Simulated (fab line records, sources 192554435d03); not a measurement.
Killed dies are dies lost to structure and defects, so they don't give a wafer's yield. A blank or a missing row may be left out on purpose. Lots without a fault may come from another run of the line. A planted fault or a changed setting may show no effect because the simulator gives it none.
fab line records | flow n5_finfet
record lots=6 wafers=17 last_day=19
route steps=1938 shown GATE_CUT@514 MOL_CONTACT_COAG@517 BEOL_M4@1111 PASSIVATION@1936
lots that met no fault: from a run of the same line without faults
start_h: hours from the record's first day to the start of the lot's first wafer shown | wait_h: hours since the lot's step before | " the same as in the row above | L1.1+2: a row that stands for several wafers | - no value, or no start given | * or withheld: withheld | < > ~ a bound
route shown NAME@n: a module of which the file shows steps, and the number in the route of the first | usual: mean/standard deviation of fault-free wafers | same: alike in all rows | chamber/n: place in a boat | sites: the reading at each site | _std_site: their standard deviation | _edge_site: outer sites' mean less inner sites' | radius_mm: how far each site lies from the wafer's centre | mask NAME#n: copy n | behind: the tool/chamber that last shaped the wafer | hold: why the lot was held/for how many hours/how that ended | device: the transistor (n, p or np) that didn't switch | end of line: the same wafers' tests at the end of the route | a step without rows: its recipe alone | killed: dies lost to structure and defects at the first sort, not the wafer's yield | map: a wafer's dies, x killed, . not, _ none there
set.NAME: the setting as run; set.NAME@STEP: as run at that earlier step | model.NAME: the simulator's own value behind a step, which no gauge read
lots at some steps of the route; a table a step, a row a wafer
services: from which hour (start_h, from the record's first day; less than 0 if before it) a tool's chamber was out of use, for how many hours, and why
## steps
# step N5_GATE_CUT_CMP_61
# recipe stop_on=SiNx t_overpolish_s=3 post_cmp_clean=alkaline_brush down_force_psi=4 platen_rpm=27.09 pad_velocity_m_s=0.539
# usual head_pressure_psi=4.000/0.0095 motor_current_A=12.2/1.4 pad_life_wafers=1272/480 slurry_flow_ml_min=149.9/0.43
# columns lot.wafer tool chamber start_h wait_h head_pressure_psi motor_current_A pad_life_wafers slurry_flow_ml_min
L502.4 cmp-01 0 95.11 0.4 4.006 14.6 1020 149.9
L502.1 " 2 " " 4.000 11.7 1022 149.8
L502.6 " 1 " " 3.990 12.2 - 150.2
L504.3 cmp-02 1 111.21 0.4 4.001 10.7 264 149.0
L504.4 " 0 " " 4.001 11.0 267 150.3
L517.4 cmp-02 1 184.69 0.4 3.999 11.5 840 150.4
L517.2 " 2 " " 3.997 10.9 841 150.2
L517.6 " 1 " " 4.005 11.9 - 149.5
L518.2 cmp-01 0 190.27 0.3 3.995 14.7 1736 149.6
L518.3 " 1 " " 4.001 12.6 1737 150.2
L518.5 " 2 " " 3.996 11.5 - 149.6
L519.4 cmp-01 3 195.55 0.4 3.997 11.5 1764 149.7
L519.1 " 2 " " 4.001 11.0 1767 149.7
L519.5 " 0 " " 3.979 14.8 - 149.0
L524.4 cmp-01 1 228.41 0.4 4.002 11.7 2082 150.0
L524.2 " 2 " " 3.993 11.6 2083 150.4
L524.5 " 1 " " 4.011 12.5 - 148.6
# step N5_GATE_CUT_INSPECT_26
# recipe inspect_instrument=darkfield mode=post_cmp
# usual raw_defect_count=42/20
# columns lot.wafer tool chamber start_h wait_h raw_defect_count
L502.1 defect_inspect-02 - 95.34 0.0 77
L502.4 " - " " 76
L502.6 " - " " 26
L504.3 defect_inspect-01 - 111.45 0.0 46
L504.4 " - " " 54
L517.2 defect_inspect-01 - 184.92 0.0 51
L517.4 " - " " 65
L517.6 " - " " 64
L518.2 defect_inspect-02 - 190.44 0.0 23
L518.3 " - " " 43
L518.5 " - " " 39
L519.1 defect_inspect-01 - 195.78 0.0 51
L519.4 " - " " 87
L519.5 " - " " 35
L524.2 defect_inspect-01 - 228.64 0.0 37
L524.4 " - " " 78
L524.5 " - " " 44
# step N5_MOL_CONTACT_COAG_COAT_103
# recipe resist=SOC temp_c=250 time_s=60 spin_rpm=1500 resist_thk_nm=80
# step N5_MOL_CONTACT_COAG_COAT_104
# recipe resist=SiARC temp_c=220 time_s=60 spin_rpm=1500 resist_thk_nm=12
# step N5_MOL_CONTACT_COAG_COAT_58
# recipe resist=underlayer temp_c=205 time_s=60 spin_rpm=1500 resist_thk_nm=10
# step N5_MOL_CONTACT_COAG_COAT_02
# recipe resist=CAR-EUV spin_rpm=1500 resist_thk_nm=30
# step N5_MOL_CONTACT_COAG_EBR_04
# recipe solvent=PGMEA ebr_width_mm=1.5
# step N5_MOL_CONTACT_COAG_SOFTBAKE_03
# recipe temp_c=110 time_s=60 resist=CAR-EUV
# step N5_MOL_CONTACT_COAG_EXPOSE_05
# recipe mask_id=CA na=0.33 source_shape=annular sigma_inner=0.4 sigma_outer=0.8 polarization=unpolarized defocus_nm=0 dose_mj=38.25
# step N5_MOL_CONTACT_COAG_PEB_06
# recipe peb_temp_c=100 peb_time_s=60 resist=CAR-EUV
# step N5_MOL_CONTACT_COAG_DEVELOP_07
# recipe develop_time_s=30 developer=TMAH resist=CAR-EUV rinse_liquid=surfactant_rinse dry=air_spin dev_temp_c=23
# step N5_MOL_CONTACT_COAG_CD_MEAS_08
# recipe target_cd_nm=28 landing_energy_ev=500 detector=se_inlens polarity=opening
# usual cd_nm=27.91/0.25
# columns lot.wafer tool chamber start_h wait_h cd_nm
L502.1 cd_sem-03 0 95.76 - 28.24
L502.4 " 0 " " 27.82
L502.6 " 0 " " 28.03
L504.3 cd_sem-03 0 111.92 - 28.12
L504.4 " 0 " " 27.76
L517.2 cd_sem-03 0 185.22 - 29.34
L517.4 " 0 " " 29.24
L517.6 " 0 " " 29.63
L518.2 cd_sem-03 0 190.86 - 29.72
L518.3 " 0 " " 29.32
L518.5 " 0 " " 29.46
L519.1 cd_sem-01 0 196.08 - 27.68
L519.4 " 0 " " 28.15
L519.5 " 0 " " 27.76
L524.2 cd_sem-01 0 229.07 - 28.11
L524.4 " 0 " " 28.13
L524.5 " 0 " " 27.78
# step N5_MOL_CONTACT_COAG_OVL_MEAS_09
# recipe points_per_wafer=522
# usual CA_OVL=-0.4/0.62
# same points_per_wafer=522
# columns lot.wafer tool chamber start_h wait_h CA_OVL[nm]
L502.1 overlay-02 0 95.79 0.0 -0.7
L502.4 " 0 " " -0.9
L502.6 " 0 " " -0.4
L504.3 overlay-02 0 111.96 0.0 -0.3
L504.4 " 0 " " -1.5
L517.2 overlay-02 0 185.26 0.0 -0.6
L517.4 " 0 " " -0.9
L517.6 " 0 " " -1.3
L518.2 overlay-02 0 190.90 0.0 -1.1
L518.3 " 0 " " -0.7
L518.5 " 0 " " -0.8
L519.1 overlay-02 0 196.11 0.0 -0.1
L519.4 " 0 " " -0.1
L519.5 " 0 " " -0.2
L524.2 overlay-01 0 229.10 0.0 -0.8
L524.4 " 0 " " 0.1
L524.5 " 0 " " -1.0
# step N5_BEOL_M4_RC_MEAS_101
# usual DIBL_N=36.0/1.6 DIBL_P=35.8/2 IOFF_N=0.152/0.03 IOFF_P=0.20/0.031 ION_N=670/12 ION_P=459/7.4 SS_N=71.5/0.56 SS_P=73.2/0.64 VT_N=251/3.5 VT_P=-252/3.3
# columns lot.wafer tool chamber start_h wait_h DIBL_N[mV/V] DIBL_P[mV/V] IOFF_N[nA/um] IOFF_P[nA/um] ION_N[uA/um] ION_P[uA/um] SS_N[mV/dec] SS_P[mV/dec] VT_N[mV] VT_P[mV]
L502.1 prober-02 0 203.67 0.0 35.3 33.7 0.129 0.17 662 457 71.2 72.3 254 -255
L502.4 " 0 " " 36.3 34.5 0.146 0.18 672 459 71.9 72.6 253 -252
L502.6 " 0 " " 37.2 35.6 0.158 0.21 677 464 71.4 72.8 251 -251
L504.3 prober-01 0 214.96 0.3 36.2 36.7 0.183 0.22 682 460 71.4 74.0 245 -252
L504.4 " 0 " " 36.0 36.4 0.176 0.21 681 462 71.8 73.7 248 -251
L518.2 prober-02 0 292.00 0.2 35.6 32.7 0.127 0.16 656 443 71.8 73.0 254 -257
L518.3 " 0 " " 35.2 33.2 0.122 0.15 659 443 71.1 73.0 256 -258
L518.5 " 0 " " 34.1 32.0 0.109 0.14 673 459 71.4 71.8 257 -258
L519.1 prober-02 0 294.03 0.0 38.4 39.4 0.211 0.26 691 465 71.5 73.6 246 -249
L519.4 " 0 " " 36.8 36.9 0.173 0.21 679 458 71.2 74.0 249 -250
L519.5 " 0 " " 39.4 40.1 0.222 0.27 698 474 72.0 74.7 243 -247
L517.2 prober-01 0 302.10 0.2 33.0 33.7 0.120 0.17 679 465 70.4 72.4 249 -252
L517.4 " 0 " " 38.4 39.0 0.209 0.24 684 459 72.5 73.8 247 -249
L517.6 " 0 " " 35.6 36.1 0.155 0.20 675 466 71.2 72.8 248 -250
L524.2 prober-02 0 347.50 0.2 35.4 35.4 0.139 0.17 673 456 71.5 73.4 251 -254
L524.4 " 0 " " 36.3 36.9 0.164 0.20 669 458 72.8 73.4 249 -254
L524.5 " 0 " " 34.5 35.0 0.131 0.18 656 457 71.9 72.6 251 -253
# step N5_PASSIVATION_PROBE_49
# usual defect_limited_yield=91.6/1.4 killed_at_M0_to_M3=33/10 killed_at_M4_up=13/5.3 killed_at_contacts=13/5.9 killed_at_front_end=36/12 killed_at_other=4/3.1 killed_dies=99/16 killed_open=65/13 killed_short=32/7.3 sort_bin_5_function=4.9/0.9 sort_bin_6_memory=3.1/0.66 sort_n_pass=1081/17 sort_yield_pct=91.6/1.4
# same gross_dies=1180 killed_at_back_side=0 sort_bin_4_leakage[%]=0 sort_bin_8_speed[%]=0
# columns lot.wafer tool chamber start_h wait_h defect_limited_yield[%] killed_at_M0_to_M3 killed_at_M4_up killed_at_contacts killed_at_front_end killed_at_other killed_dies killed_open killed_short sort_bin_5_function[%] sort_bin_6_memory[%] sort_n_pass sort_yield_pct[%]
L517.2 prober-02 - 414.52 0.1 91.4 26 19 8 46 2 101 77 23 4.7 3.7 1079 91.4
L517.4 prober-02 - 414.62 0.2 90.9 41 14 11 36 5 107 75 32 5.1 4.0 1073 90.9
L517.6 prober-02 - 414.72 0.3 89.6 29 10 23 60 1 123 84 37 5.9 4.2 1057 89.6
# killed by level:class
L517.2 STI_FIN_REVEAL:geometric_particle:open=16 BEOL_M1:geometric_particle:open=10 FIN_SAQP:geometric_particle:open=9 MOL_CONTACT_COAG:geometric_particle:open=8 BEOL_M4:geometric_particle:open=8 BEOL_M2:geometric_particle:open=6 STI_FIN_REVEAL:geometric_particle:short=4 GATE_CUT:geometric_particle:short=4
L517.4 STI_FIN_REVEAL:geometric_particle:open=10 BEOL_M2:geometric_particle:open=10 MOL_CONTACT_COAG:geometric_particle:open=9 BEOL_M1:geometric_particle:open=7 BEOL_M3:geometric_particle:open=6 FIN_SAQP:geometric_particle:short=5 BEOL_M0_SAQP:geometric_particle:short=5 BEOL_M0_SAQP:geometric_particle:open=5
L517.6 STI_FIN_REVEAL:geometric_particle:open=23 MOL_CONTACT_COAG:geometric_particle:open=17 BEOL_M2:geometric_particle:open=8 BEOL_M0_SAQP:geometric_particle:open=7 FIN_SAQP:geometric_particle:short=6 GATE_CUT:geometric_particle:short=6 MOL_CONTACT_COAG:geometric_particle:short=6 FIN_SAQP:geometric_particle:open=5
## services
# columns tool chamber start_h hours kind
cmp-02 - 84.20 0.8 repair
cmp-02 - 94.97 13.4 pm
cmp-02 - 115.04 3.9 repair
cmp-01 - 131.64 5.3 pm
## key
first_sign step=N5_MOL_CONTACT_COAG_CD_MEAS_08 reading=cd_nm direction=up sigmas=6.1 usual=27.91 struck=29.45
effect none on later readings
met_at N5_MOL_CONTACT_COAG_CD_MEAS_08
struck_wafers L517.2,L517.4,L517.6,L518.2,L518.3,L518.5
onset_between 111.92 185.22
fault kind=metrology_matching_offset tool=cd_sem-03 chamber=- onset_h=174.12 steps=N5_MOL_CONTACT_COAG_CD_MEAS_08 param=cd_nm offset=1.5454
